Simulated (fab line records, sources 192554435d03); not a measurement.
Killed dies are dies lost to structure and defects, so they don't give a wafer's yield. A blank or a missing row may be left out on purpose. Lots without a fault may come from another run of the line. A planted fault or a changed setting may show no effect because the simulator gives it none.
Chamber matching | flow n5_finfet | N5_BEOL_M12_DESCUM_33 on rie_diel-03: 4 sister chambers
The step chemistry O2, time 7.9 s. 4 wafers are shown with their chamber, then 8 later ones without.

WAFERS WITH THEIR CHAMBER
wafer  | chamber | showerhead_plenum_p_Torr (Torr)
L082.4 | 3       | 2.19
L082.5 | 1       | 2.19
L085.1 | 0       | 1.97
L088.3 | 2       | 2.21

WAFERS WITHOUT THEIR CHAMBER
wafer  | showerhead_plenum_p_Torr (Torr)
L088.4 | 2.19
L088.5 | 1.97
L091.2 | 2.18
L091.5 | 2.18
L091.6 | 2.19
L096.2 | 2.18
L096.3 | 2.22
L096.4 | 2.20

WHICH CHAMBER EACH WENT THROUGH
wafer  | from the rows above          | in truth
L088.4 | can't be placed: 1 or 3      | 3
L088.5 | 0                            | 0
L091.2 | can't be placed: 1 or 3      | 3
L091.5 | can't be placed: 1 or 3      | 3
L091.6 | can't be placed: 1 or 3      | 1
L096.2 | can't be placed: 1 or 3      | 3
L096.3 | 2                            | 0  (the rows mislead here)
L096.4 | can't be placed: 2 or 1 or 3 | 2
Placed correctly: 1 of 8. Can't be placed from these rows: 6 (the true chamber is among the candidates in 6). Placed wrongly: 1.
How it was worked out, from the rows above alone: a wafer's distance from a chamber is the root of the sum, over the readings, of the square of ((its reading less the chamber's mean) divided by the reading's scatter). The wafer belongs to the nearest chamber; if the next one is less than 2 further off, it can't be placed. A chamber's mean is the mean of its shown wafers. The scatter: with one shown wafer a chamber, the root of the mean of the squares of how far each hidden wafer lies from its nearest shown one.
